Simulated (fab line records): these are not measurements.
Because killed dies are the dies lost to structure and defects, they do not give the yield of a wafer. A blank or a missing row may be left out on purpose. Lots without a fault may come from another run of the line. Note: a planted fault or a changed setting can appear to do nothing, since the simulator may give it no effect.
Chamber matching -- flow n5-finfet -- 4 sister chambers for N5_BEOL_M8_CMP_52 on cmp-02
The step polishes, stops on SiCOH lowk, t overpolish 6.9 s, target thk 80 nm. 4 wafers are shown with their chamber, then 11 later ones without.

WAFERS, EACH WITH ITS CHAMBER
wafer,chamber,motor-current-A (A)
L087.5,0,5.6
L093.1,1,6.3
L093.5,2,6.8
L093.2,3,5.8

WAFERS WITHOUT THEIR CHAMBER
wafer,motor-current-A (A)
L093.3,5.3
L093.6,5.5
L096.1,5.4
L096.4,5.7
L096.5,5.4
L096.2,6.0
L096.3,6.1
L096.6,5.7
L097.1,5.4
L097.5,5.7
L097.6,6.2

WHICH CHAMBER EACH ONE RAN IN
wafer,from the rows above,in truth
L093.3,can't be placed: 0 or 3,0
L093.6,can't be placed: 0 or 3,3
L096.1,can't be placed: 0 or 3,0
L096.4,can't be placed: 3 or 0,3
L096.5,can't be placed: 0 or 3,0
L096.2,can't be placed: 3 or 1 or 0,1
L096.3,can't be placed: 1 or 3 or 0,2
L096.6,can't be placed: 3 or 0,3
L097.1,can't be placed: 0 or 3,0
L097.5,can't be placed: 3 or 0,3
L097.6,can't be placed: 1 or 3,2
Correctly placed: 0 of 11. Unplaceable from these rows: 11, with the true chamber sitting among the candidates in 9. Wrongly placed: 0.
How it was worked out, from the rows above alone: a wafer's distance from a chamber is the root of the sum, over the readings, of the square of ((its reading less the chamber's mean) divided by the reading's scatter). The wafer belongs to the nearest chamber; if the next one is less than 2 further off, it can't be placed. The mean given for a chamber averages the wafers shown for that chamber. The scatter (one wafer shown for each chamber): square how far every hidden wafer sits from the nearest shown wafer, average those squares and take the square root.
